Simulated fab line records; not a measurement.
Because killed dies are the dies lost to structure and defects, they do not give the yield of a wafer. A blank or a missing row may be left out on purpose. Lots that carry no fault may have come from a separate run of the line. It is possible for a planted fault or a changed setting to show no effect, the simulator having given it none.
fab line records + flow nand-harc
record:
- lots: 12
- wafers: 36
- last-day: 26
route steps=1159 shown A_CHANNEL_HOLE_D1@465 A_CHANNEL_FILL_D1@493 END@1159
lots that met no fault: taken from a fault-free run of the same line
start-h: start of the lot's first displayed wafer, in hours after the record's first day + wait-h: hours from the lot's prior step to this one + " unchanged from the row above + L1.1+2: several wafers, shown together as one row + - no value, or no start was given + * or withheld: withheld + < > ~ a bound
route shown NAME@n: NAME is a module with steps in the file, n the number in the route of the first one + usual: mean/standard deviation taken from wafers without a fault + same: alike in all rows + chamber/n: place in a boat + sites: the reading at each site + _std_site: standard deviation across them + _edge_site: the outer-site mean with the inner-site mean subtracted + radius-mm: how far each site lies from the wafer's centre + mask NAME#n: copy n + behind: the most recent tool/chamber to have shaped the wafer + hold: reason for holding the lot/hours on hold/outcome of the hold + device: which transistor (n, p or np) failed to switch + end of line: the tests these same wafers got at the end of their route + for a step that has no rows: nothing shown but its recipe + killed: at the first sort, the dies lost to defects and structure; wafer yield is something else + map: a wafer's dies, x killed, . not, _ none there
set.NAME: the setting the step ran with; set.NAME@STEP: the setting that earlier step ran with + model.NAME: the simulator's own value behind a step, which no gauge read
one table for each step of the route and one row for each wafer, over a sample of lots
services: when a tool's chamber went out of use (start-h, in hours from the record's first day, below 0 if earlier), for how many hours, and the reason
== steps ==
step: NHARC_A_CHANNEL_HOLE_D1_DESCUM_15
recipe:
- time-s: 3
- o2-flow-sccm: 200
- ar-flow-sccm: 0
- bias-power-w: 0
- chemistry: O2
usual:
- drypump-motor-current-A: 5.9/0.5
- o2-flow-sccm: 199.9/0.61
- oes-product-au: 0.995/0.013
- rf-vpp-V: 58.0/0.83
- showerhead-plenum-p-Torr: 1.96/0.08
- throttle-valve-pct: 11.311/0.0091
same:
- bias-power-w: 0
| lot.wafer | tool        | chamber | start-h | wait-h | drypump-motor-current-A | o2-flow-sccm | oes-product-au | rf-hours-counter-h | rf-vpp-V | showerhead-plenum-p-Torr | throttle-valve-pct |
|-----------|-------------|---------|---------|--------|-------------------------|--------------|----------------|--------------------|----------|--------------------------|--------------------|
| L879.1    | rie-diel-09 | 0       | 177.10  | 0.1    | 5.3                     | 199.6        | 0.991          | 6                  | 57.2     | 2.00                     | 11.300             |
| L879.3    | "           | 1       | "       | "      | 6.6                     | 200.2        | 0.981          | 6                  | 59.2     | 1.98                     | 11.308             |
| L879.6    | "           | 3       | "       | "      | 5.5                     | 200.7        | 0.998          | -                  | 57.8     | 2.03                     | 11.317             |
| L880.4    | rie-diel-09 | 0       | 183.24  | 0.1    | 5.3                     | 200.0        | 0.980          | 7                  | 60.2     | 2.00                     | 11.300             |
| L880.3    | "           | 3       | "       | "      | 5.5                     | 200.6        | 0.996          | 7                  | 59.0     | 2.02                     | 11.333             |
| L880.5    | "           | 0       | "       | "      | 5.3                     | 199.3        | 0.978          | -                  | 57.1     | 2.00                     | 11.307             |
| L883.1    | rie-diel-09 | 3       | 199.91  | 0.1    | 5.5                     | 200.5        | 1.003          | 7                  | 57.7     | 2.02                     | 11.319             |
| L883.3    | "           | 1       | "       | "      | 6.6                     | 199.9        | 0.990          | 8                  | 58.4     | 1.98                     | 11.311             |
| L883.5    | "           | 0       | "       | "      | 5.3                     | 199.7        | 0.992          | -                  | 58.2     | 2.00                     | 11.300             |
| L882.3    | rie-diel-06 | 1       | 200.39  | 0.1    | 6.0                     | 200.5        | 0.994          | 10                 | 57.6     | 1.79                     | 11.314             |
| L882.5    | "           | 2       | "       | "      | 5.6                     | 199.2        | 0.983          | -                  | 58.6     | 1.92                     | 11.315             |
| L882.6    | "           | 3       | "       | "      | 6.0                     | 198.5        | 0.978          | -                  | 57.4     | 1.78                     | 11.297             |
| L886.4    | rie-diel-06 | 1       | 232.87  | 0.1    | 5.9                     | 200.0        | 1.002          | 13                 | 56.6     | 1.79                     | 11.315             |
| L886.5    | "           | 3       | "       | "      | 6.0                     | 200.3        | 0.985          | -                  | 56.7     | 1.78                     | 11.307             |
| L886.6    | "           | 0       | "       | "      | 6.4                     | 199.7        | 0.996          | -                  | 57.8     | 1.95                     | 11.318             |
| L892.3    | rie-diel-09 | 0       | 248.95  | 0.1    | 5.3                     | 199.1        | 0.984          | 11                 | 57.3     | 2.00                     | 11.300             |
| L892.1    | "           | 3       | "       | "      | 5.5                     | 199.9        | 0.996          | 10                 | 58.5     | 2.02                     | 11.301             |
| L892.5    | "           | 0       | "       | "      | 5.3                     | 200.0        | 0.991          | -                  | 59.7     | 2.00                     | 11.327             |
| L893.2    | rie-diel-09 | 0       | 264.18  | 0.1    | 5.3                     | 199.8        | 0.975          | 0                  | 59.1     | 2.00                     | 11.310             |
| L893.1    | "           | 1       | "       | "      | 6.6                     | 199.2        | 1.003          | 0                  | 58.2     | 1.98                     | 11.304             |
| L893.6    | "           | 3       | "       | "      | 5.5                     | 199.7        | 0.986          | -                  | 57.5     | 2.02                     | 11.325             |
| L894.1    | rie-diel-09 | 1       | 265.82  | 0.1    | 6.5                     | 199.7        | 1.010          | 1                  | 58.5     | 1.98                     | 11.307             |
| L894.2    | "           | 3       | "       | "      | 5.5                     | 199.7        | 1.000          | 0                  | 57.5     | 2.02                     | 11.317             |
| L894.5    | "           | 1       | "       | "      | 6.6                     | 199.4        | 1.008          | -                  | 58.1     | 1.98                     | 11.311             |
| L896.4    | rie-diel-09 | 1       | 280.36  | 0.1    | 6.6                     | 200.3        | 0.994          | 1                  | 57.3     | 1.98                     | 11.291             |
| L896.3    | "           | 3       | "       | "      | 5.5                     | 199.5        | 0.984          | 1                  | 58.0     | 2.02                     | 11.298             |
| L896.5    | "           | 2       | "       | "      | 6.2                     | 199.0        | 0.978          | -                  | 58.6     | 2.02                     | 11.314             |
| L899.4    | rie-diel-05 | 3       | 286.31  | 0.1    | 5.0                     | 199.9        | 1.022          | 6                  | 57.4     | 2.00                     | 11.314             |
| L899.1    | "           | 0       | "       | "      | 5.6                     | 199.6        | 1.019          | 6                  | 57.7     | 1.81                     | 11.328             |
| L899.6    | "           | 0       | "       | "      | 5.5                     | 200.2        | 1.018          | -                  | 57.7     | 1.81                     | 11.315             |
| L901.3    | rie-diel-05 | 3       | 305.55  | 0.1    | 5.0                     | 200.6        | 1.014          | 8                  | 60.0     | 2.00                     | 11.310             |
| L901.6    | "           | 0       | "       | "      | 5.6                     | 199.8        | 1.016          | -                  | 57.7     | 1.81                     | 11.310             |
| L901.5    | "           | 3       | "       | "      | 5.0                     | 199.6        | 1.001          | -                  | 59.7     | 2.00                     | 11.304             |
| L902.1    | rie-diel-09 | 1       | 316.39  | 0.1    | 6.6                     | 200.4        | 1.000          | 4                  | 57.1     | 1.98                     | 11.294             |
| L902.2    | "           | 2       | "       | "      | 6.2                     | 200.9        | 0.979          | 4                  | 57.4     | 2.02                     | 11.305             |
| L902.6    | "           | 0       | "       | "      | 5.3                     | 199.6        | 0.977          | -                  | 60.0     | 2.00                     | 11.311             |
step: NHARC_A_CHANNEL_HOLE_D1_STRIP_42
recipe:
- cf4-flow-sccm: 100
- chf3-flow-sccm: 30
- ar-flow-sccm: 0
- bias-w: 0
- chemistry: CF4/CHF3
| lot.wafer  | tool        | chamber | start-h | wait-h |
|------------|-------------|---------|---------|--------|
| L879.3+1+6 | rie-diel-05 | 1,2,1   | 182.94  | 0.1    |
| L880.3+4+5 | rie-diel-06 | 2,1,2   | 189.46  | 0.1    |
| L883.1+3+5 | rie-diel-05 | 0,1,0   | 205.70  | 0.1    |
| L882.3+6+5 | rie-diel-09 | 0,0,1   | 206.25  | 0.1    |
| L886.4+6+5 | rie-diel-09 | 2,3,0   | 238.68  | 0.1    |
| L892.3+1+5 | rie-diel-05 | 3,2,0   | 254.76  | 0.1    |
| L893.2+1+6 | rie-diel-05 | 3,2,0   | 269.99  | 0.1    |
| L894.2+1+5 | rie-diel-06 | 3,0,0   | 271.60  | 0.1    |
| L896.3+4+5 | rie-diel-06 | 0,2,0   | 286.17  | 0.1    |
| L899.4+1+6 | rie-diel-09 | 3,0,3   | 292.08  | 0.1    |
| L901.3+6+5 | rie-diel-09 | 3,1,2   | 311.54  | 0.1    |
| L902.1+2+6 | rie-diel-09 | 3,1,3   | 326.58  | 0.1    |
step: NHARC_A_CHANNEL_HOLE_D1_INSPECT_40
usual:
- raw-defect-count: 65/16
| lot.wafer | tool              | chamber | start-h | wait-h | raw-defect-count |
|-----------|-------------------|---------|---------|--------|------------------|
| L879.1    | defect-inspect-02 | -       | 184.18  | -      | 81               |
| L879.3    | "                 | -       | "       | "      | 78               |
| L879.6    | "                 | -       | "       | "      | 86               |
| L880.3    | defect-inspect-02 | -       | 190.57  | -      | 53               |
| L880.4    | "                 | -       | "       | "      | 71               |
| L880.5    | "                 | -       | "       | "      | 95               |
| L883.1    | defect-inspect-01 | -       | 206.82  | -      | 48               |
| L883.3    | "                 | -       | "       | "      | 59               |
| L883.5    | "                 | -       | "       | "      | 59               |
| L882.3    | defect-inspect-02 | -       | 207.76  | -      | 61               |
| L882.5    | "                 | -       | "       | "      | 44               |
| L882.6    | "                 | -       | "       | "      | 40               |
| L886.4    | defect-inspect-02 | -       | 239.81  | -      | 38               |
| L886.5    | "                 | -       | "       | "      | 64               |
| L886.6    | "                 | -       | "       | "      | 54               |
| L892.1    | defect-inspect-01 | -       | 255.86  | -      | 84               |
| L892.3    | "                 | -       | "       | "      | 73               |
| L892.5    | "                 | -       | "       | "      | 921              |
| L893.1    | defect-inspect-01 | -       | 271.71  | -      | 43               |
| L893.2    | "                 | -       | "       | "      | 60               |
| L893.6    | "                 | -       | "       | "      | 881              |
| L894.1    | defect-inspect-02 | -       | 272.71  | -      | 58               |
| L894.2    | "                 | -       | "       | "      | 63               |
| L894.5    | "                 | -       | "       | "      | 58               |
| L896.3    | defect-inspect-02 | -       | 287.27  | -      | 85               |
| L896.4    | "                 | -       | "       | "      | 87               |
| L896.5    | "                 | -       | "       | "      | 78               |
| L899.1    | defect-inspect-02 | -       | 293.21  | -      | 78               |
| L899.4    | "                 | -       | "       | "      | 89               |
| L899.6    | "                 | -       | "       | "      | 69               |
| L901.3    | defect-inspect-01 | -       | 313.11  | -      | 75               |
| L901.5    | "                 | -       | "       | "      | 55               |
| L901.6    | "                 | -       | "       | "      | 52               |
| L902.1    | defect-inspect-02 | -       | 327.71  | -      | 77               |
| L902.2    | "                 | -       | "       | "      | 65               |
| L902.6    | "                 | -       | "       | "      | 38               |
step: NHARC_A_CHANNEL_FILL_D1_ALD_03
recipe:
- target-thk-a: 60
- pulse-time-s: 60
- ald-cycles: 58
- temp-c: 630
- pressure-torr: 2
- material: SiNx
usual:
- precursor-pulse-height-rel: 0.998/0.021
same:
- ald-cycles: 58
- pulse-time-s: 60
| lot.wafer | tool             | chamber | start-h | wait-h | precursor-pulse-height-rel |
|-----------|------------------|---------|---------|--------|----------------------------|
| L879.1    | ald-sin-batch-03 | 0       | -       | -      | 1.001                      |
| L879.3    | "                | 0       | "       | "      | 0.999                      |
| L879.6    | "                | 0       | "       | "      | 0.971                      |
| L880.3    | ald-sin-batch-01 | 0       | -       | -      | 0.977                      |
| L880.4    | "                | 0       | "       | "      | 1.019                      |
| L880.5    | "                | 0       | "       | "      | 0.984                      |
| L882.3    | ald-sin-batch-02 | 0       | -       | -      | 0.984                      |
| L882.5    | "                | 0       | "       | "      | 0.996                      |
| L882.6    | "                | 0       | "       | "      | 1.012                      |
| L883.1    | ald-sin-batch-02 | 0       | -       | -      | 0.976                      |
| L883.3    | "                | 0       | "       | "      | 1.001                      |
| L883.5    | "                | 0       | "       | "      | 1.031                      |
| L886.4    | ald-sin-batch-03 | 0       | -       | -      | 0.969                      |
| L886.5    | "                | 0       | "       | "      | 1.017                      |
| L886.6    | "                | 0       | "       | "      | 0.988                      |
| L892.1    | ald-sin-batch-03 | 0       | -       | -      | 1.019                      |
| L892.3    | "                | 0       | "       | "      | 1.029                      |
| L892.5    | "                | 0       | "       | "      | 0.967                      |
| L893.1    | ald-sin-batch-01 | 0       | -       | -      | 0.976                      |
| L893.2    | "                | 0       | "       | "      | 1.023                      |
| L893.6    | "                | 0       | "       | "      | 0.966                      |
| L894.1    | ald-sin-batch-01 | 0       | -       | -      | 0.977                      |
| L894.2    | "                | 0       | "       | "      | 0.996                      |
| L894.5    | "                | 0       | "       | "      | 1.006                      |
| L896.3    | ald-sin-batch-03 | 0       | -       | -      | 0.967                      |
| L896.4    | "                | 0       | "       | "      | 1.022                      |
| L896.5    | "                | 0       | "       | "      | 0.992                      |
| L899.1    | ald-sin-batch-01 | 0       | -       | -      | 0.962                      |
| L899.4    | "                | 0       | "       | "      | 1.020                      |
| L899.6    | "                | 0       | "       | "      | 0.998                      |
| L901.3    | ald-sin-batch-01 | 0       | -       | -      | 1.020                      |
| L901.5    | "                | 0       | "       | "      | 0.982                      |
| L901.6    | "                | 0       | "       | "      | 1.004                      |
| L902.1    | ald-sin-batch-02 | 0       | -       | -      | 0.988                      |
| L902.2    | "                | 0       | "       | "      | 0.974                      |
| L902.6    | "                | 0       | "       | "      | 0.992                      |
step: NHARC_A_CHANNEL_FILL_D1_ETCHBACK_20
recipe:
- target-depth-a: 270
- time-s: 13.5
- c4f8-flow-sccm: withheld
- o2-flow-sccm: 8
- ar-flow-sccm: withheld
- rf-w: 600
- bias-w: 1500
- chemistry: C4F8/O2/Ar
usual:
- oes-product-au: 0.97/0.038
- rf-vpp-V: 978/5.1
| lot.wafer | tool        | chamber | start-h | wait-h | oes-product-au | rf-hours-counter-h | rf-vpp-V |
|-----------|-------------|---------|---------|--------|----------------|--------------------|----------|
| L879.3    | rie-diel-03 | 1       | 211.62  | -      | 0.93           | 6                  | 985      |
| L879.1    | "           | 2       | "       | "      | 0.92           | 6                  | 971      |
| L879.6    | "           | 1       | "       | "      | 0.94           | -                  | 986      |
| L880.3    | rie-diel-02 | 3       | 218.98  | -      | 0.98           | 2                  | 971      |
| L880.4    | "           | 2       | "       | "      | 0.97           | 1                  | 975      |
| L880.5    | "           | 0       | "       | "      | 1.00           | -                  | 982      |
| L883.3    | rie-diel-02 | 0       | 231.26  | -      | 1.00           | 2                  | 981      |
| L883.1    | "           | 3       | "       | "      | 0.97           | 2                  | 969      |
| L883.5    | "           | 1       | "       | "      | 0.99           | -                  | 976      |
| L882.3    | rie-diel-03 | 3       | 231.28  | -      | 0.98           | 1                  | 981      |
| L882.5    | "           | 3       | "       | "      | 1.00           | -                  | 980      |
| L882.6    | "           | 0       | "       | "      | 1.01           | -                  | 979      |
| L886.4    | rie-diel-03 | 2       | 263.16  | -      | 1.00           | 2                  | 971      |
| L886.6    | "           | 3       | "       | "      | 1.00           | -                  | 980      |
| L886.5    | "           | 0       | "       | "      | 1.02           | -                  | 977      |
| L892.3    | rie-diel-03 | 1       | 280.98  | -      | 0.97           | 2                  | 986      |
| L892.1    | "           | 2       | "       | "      | 0.98           | 2                  | 970      |
| L892.5    | "           | 2       | "       | "      | 0.98           | -                  | 971      |
| L893.2    | rie-diel-03 | 2       | 296.21  | -      | 0.99           | 3                  | 970      |
| L893.1    | "           | 3       | "       | "      | 0.99           | 3                  | 980      |
| L893.6    | "           | 2       | "       | "      | 0.99           | -                  | 969      |
| L894.2    | rie-diel-13 | 1       | 296.21  | -      | 1.00           | 3                  | 981      |
| L894.1    | "           | 2       | "       | "      | 1.01           | 3                  | 971      |
| L894.5    | "           | 0       | "       | "      | 1.00           | -                  | 978      |
| L896.3    | rie-diel-02 | 1       | 311.44  | -      | 0.93           | 4                  | 975      |
| L896.4    | "           | 2       | "       | "      | 0.91           | 4                  | 976      |
| L896.5    | "           | 1       | "       | "      | 0.93           | -                  | 976      |
| L899.4    | rie-diel-13 | 2       | 317.81  | -      | 1.01           | 7                  | 973      |
| L899.1    | "           | 0       | "       | "      | 0.99           | 7                  | 980      |
| L899.6    | "           | 2       | "       | "      | 1.01           | -                  | 971      |
| L901.3    | rie-diel-03 | 3       | 337.35  | -      | 0.92           | 4                  | 978      |
| L901.6    | "           | 3       | "       | "      | 0.93           | -                  | 982      |
| L901.5    | "           | 2       | "       | "      | 0.91           | -                  | 970      |
| L902.2    | rie-diel-02 | 2       | 357.90  | -      | 0.98           | 1                  | 978      |
| L902.1    | "           | 0       | "       | "      | 0.98           | 1                  | 980      |
| L902.6    | "           | 2       | "       | "      | 0.98           | -                  | 976      |
step: NHARC_END_SORT_01
recipe:
- temp-c: 25
usual:
- killed-at-array: 27/12
- killed-at-other: 0.9/1.1
- killed-at-periphery: 3.2/2.4
- killed-dies: 31/12
- killed-open: 3.3/1.7
- killed-short: 2.0/1.6
same:
- gross-dies: 677
| lot.wafer | tool      | chamber | start-h | wait-h | killed-at-array | killed-at-other | killed-at-periphery | killed-dies | killed-open | killed-short |
|-----------|-----------|---------|---------|--------|-----------------|-----------------|---------------------|-------------|-------------|--------------|
| L892.1    | prober-01 | 0       | 579.11  | 2.5    | 23              | 1               | 1                   | 25          | 3           | 2            |
| L892.3    | prober-01 | 0       | 580.73  | 3.1    | 30              | 0               | 0                   | 30          | 5           | 1            |
| L892.5    | prober-01 | 0       | 582.34  | 3.7    | 67              | 1               | 0                   | 68          | 3           | 3            |
| L893.1    | prober-01 | 0       | 586.91  | 2.5    | 20              | 3               | 4                   | 27          | 2           | 1            |
| L893.2    | prober-01 | 0       | 587.71  | 2.8    | 30              | 2               | 0                   | 32          | 2           | 2            |
| L893.6    | prober-01 | 0       | 590.90  | 4.0    | 78              | 0               | 2                   | 80          | 0           | 1            |
killed by level:class
L892.1 A_CHANNEL_HOLE_D1:chamber-film-flake=17 A_STAIRCASE:chamber-film-flake=2 P_GATE:geometric-particle:open=1 A_ONON_D1:geometric-particle:short=1 A_SGD_CUT:geometric-particle:open=1 A_WL_FILL:geometric-particle:short=1 STARTING-WAFER:geometric-particle:open=1 A_CONTACT:chamber-film-flake=1
L892.3 A_CHANNEL_HOLE_D1:chamber-film-flake=17 A_STAIRCASE:chamber-film-flake=4 A_CONTACT:geometric-particle:open=3 A_WL_FILL:geometric-particle:open=2 A_CONTACT:geometric-particle:short=1 A_WL_FILL:chamber-film-flake=1 A_CONTACT:chamber-film-flake=1 A_BLC:chamber-film-flake=1
L892.5 A_CHANNEL_HOLE_D1:unspecified=43 A_CHANNEL_HOLE_D1:chamber-film-flake=13 A_CHANNEL_HOLE_D1:geometric-particle:short=2 A_WL_FILL:chamber-film-flake=2 A_WL_FILL:geometric-particle:open=1 A_CONTACT:geometric-particle:open=1 A_BLC:geometric-particle:open=1 A_M1:geometric-particle:short=1
L893.1 A_SLIT:chamber-film-flake=9 A_CHANNEL_HOLE_D1:chamber-film-flake=6 P_GATE:chamber-film-flake=2 A_CONTACT:chamber-film-flake=2 THIN_TSV:chamber-film-flake=2 P_GATE:geometric-particle:open=1 A_WL_FILL:geometric-particle:open=1 STARTING-WAFER:geometric-particle:short=1
L893.2 A_SLIT:chamber-film-flake=13 A_CHANNEL_HOLE_D1:chamber-film-flake=9 A_CONTACT:chamber-film-flake=2 THIN_TSV:chamber-film-flake=2 A_ONON_D1:geometric-particle:open=1 A_CHANNEL_HOLE_D1:geometric-particle:short=1 A_SGD_CUT:geometric-particle:short=1 A_CONTACT:geometric-particle:open=1
L893.6 A_CHANNEL_HOLE_D1:unspecified=45 A_SLIT:chamber-film-flake=15 A_CHANNEL_HOLE_D1:chamber-film-flake=11 A_CONTACT:chamber-film-flake=3 A_M0:chamber-film-flake=2 P_M1:geometric-particle:short=1 P_GATE:chamber-film-flake=1 A_STAIRCASE:chamber-film-flake=1
== services ==
| tool             | chamber | start-h | hours | kind   |
|------------------|---------|---------|-------|--------|
| rie-diel-05      | -       | 163.60  | 9.0   | pm     |
| rie-diel-06      | -       | 178.28  | 0.2   | repair |
| rie-diel-05      | 3       | 180.60  | 3.5   | repair |
| rie-diel-03      | -       | 198.44  | 2.1   | repair |
| rie-diel-09      | 2       | 203.33  | 9.9   | repair |
| rie-diel-09      | 3       | 205.37  | 12.2  | repair |
| rie-diel-03      | 0       | 215.06  | 3.3   | repair |
| rie-diel-03      | -       | 215.32  | 9.0   | pm     |
| rie-diel-13      | 0       | 225.81  | 19.4  | repair |
| rie-diel-06      | -       | 239.30  | 0.7   | repair |
| rie-diel-06      | -       | 241.20  | 9.0   | pm     |
| ald-sin-batch-01 | -       | 242.47  | 17.4  | repair |
| rie-diel-05      | 0       | 246.01  | 4.7   | repair |
| rie-diel-09      | -       | 254.10  | 9.0   | pm     |
| rie-diel-02      | 1       | 260.49  | 3.6   | repair |
| rie-diel-05      | 1       | 262.10  | 17.3  | repair |
| rie-diel-13      | -       | 266.34  | 0.1   | repair |
| rie-diel-13      | -       | 276.00  | 9.0   | pm     |
| rie-diel-05      | 1       | 298.42  | 10.8  | repair |
| ald-sin-batch-03 | -       | 314.00  | 26.0  | pm     |
| rie-diel-02      | 3       | 315.00  | 6.4   | repair |
| rie-diel-02      | -       | 327.70  | 9.0   | pm     |
| rie-diel-03      | 0       | 329.59  | 14.0  | repair |
| rie-diel-05      | -       | 340.60  | 9.0   | pm     |
== key ==
first-sign:
- step: NHARC_A_CHANNEL_HOLE_D1_INSPECT_40
- reading: raw-defect-count
- direction: up
- sigmas: 52
- usual: 65
- struck: 901
effect:
- step: NHARC_END_SORT_01
- reading: killed-at-array
- direction: up
- sigmas: 3.9
- usual: 27
- struck: 72
more-kills-born-at:
- NHARC_A_CHANNEL_HOLE_D1_STRIP_42@rie-diel-05: 88
met-at NHARC_A_CHANNEL_HOLE_D1_STRIP_42
struck-lots L892,L893
struck-wafers L892.5,L893.6
tester-left-out L892,L893
not-acting-at NHARC_A_CHANNEL_HOLE_D1_DESCUM_15,NHARC_A_CHANNEL_FILL_D1_ALD_03,NHARC_A_CHANNEL_FILL_D1_ETCHBACK_20
onset-between 205.70 254.76
fault:
- kind: chamber-particle-source
- tool: rie-diel-05
- chamber: 0
- onset-h: 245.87
- steps: NHARC_A_CHANNEL_HOLE_D1_STRIP_42
- rate-per-visit-cm2: 1.2181
- end-h: 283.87
tester-left-out: of these lots the tester's yield and bins aren't shown, on N5 and GAA mostly nor the transistor test; their killed dies are dies lost to structure and defects alone, not to doping, threshold or leakage, so they don't give the yield
